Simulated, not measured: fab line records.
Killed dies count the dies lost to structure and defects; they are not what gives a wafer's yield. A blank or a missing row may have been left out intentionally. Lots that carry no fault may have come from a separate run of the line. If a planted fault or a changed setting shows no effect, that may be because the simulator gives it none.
Matching of chambers || flow n5-finfet || N5_BEOL_M0_CUTY_ETCH_63 on rie-diel-04: 4 sister chambers
The step etches SOC in N2/H2, target depth 82.7 nm, overetch 16.5 nm, time 124 s. 4 wafers are shown with their chamber, then 8 later ones without.

## WAFERS PAIRED WITH THEIR CHAMBERS
{"wafer": "L084.2", "chamber": 3, "drypump-motor-current-A (A)": 6.6}
{"wafer": "L084.4", "chamber": 2, "drypump-motor-current-A (A)": 4.9}
{"wafer": "L084.5", "chamber": 0, "drypump-motor-current-A (A)": 5.7}
{"wafer": "L092.1", "chamber": 1, "drypump-motor-current-A (A)": 6.3}

## WAFERS WHOSE CHAMBER IS MISSING
{"wafer": "L092.4", "drypump-motor-current-A (A)": 6.6}
{"wafer": "L092.6", "drypump-motor-current-A (A)": 5.8}
{"wafer": "L093.1", "drypump-motor-current-A (A)": 4.9}
{"wafer": "L093.5", "drypump-motor-current-A (A)": 5.7}
{"wafer": "L093.6", "drypump-motor-current-A (A)": 6.4}
{"wafer": "L095.2", "drypump-motor-current-A (A)": 4.9}
{"wafer": "L095.3", "drypump-motor-current-A (A)": 6.6}
{"wafer": "L095.5", "drypump-motor-current-A (A)": 6.3}

## EACH ONE'S CHAMBER
{"wafer": "L092.4", "from the rows above": 3, "in truth": 3}
{"wafer": "L092.6", "from the rows above": 0, "in truth": 0}
{"wafer": "L093.1", "from the rows above": 2, "in truth": 2}
{"wafer": "L093.5", "from the rows above": 0, "in truth": 0}
{"wafer": "L093.6", "from the rows above": "can't be placed: 1 or 3", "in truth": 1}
{"wafer": "L095.2", "from the rows above": 2, "in truth": 2}
{"wafer": "L095.3", "from the rows above": 3, "in truth": 3}
{"wafer": "L095.5", "from the rows above": 1, "in truth": 1}
Correctly placed: 7 of 8. Not placeable from these rows: 1 (in 1, the candidates include the true chamber). 0 placed wrongly.
How it was worked out, from the rows above alone: a wafer's distance from a chamber is the root of the sum, over the readings, of the square of ((its reading less the chamber's mean) divided by the reading's scatter). If the next closest chamber is less than 2 further off than the closest, the wafer can't be placed; otherwise it belongs to the closest. A chamber's mean is the mean of its shown wafers. The scatter: with one shown wafer a chamber, the root of the mean of the squares of how far each hidden wafer lies from its nearest shown one.
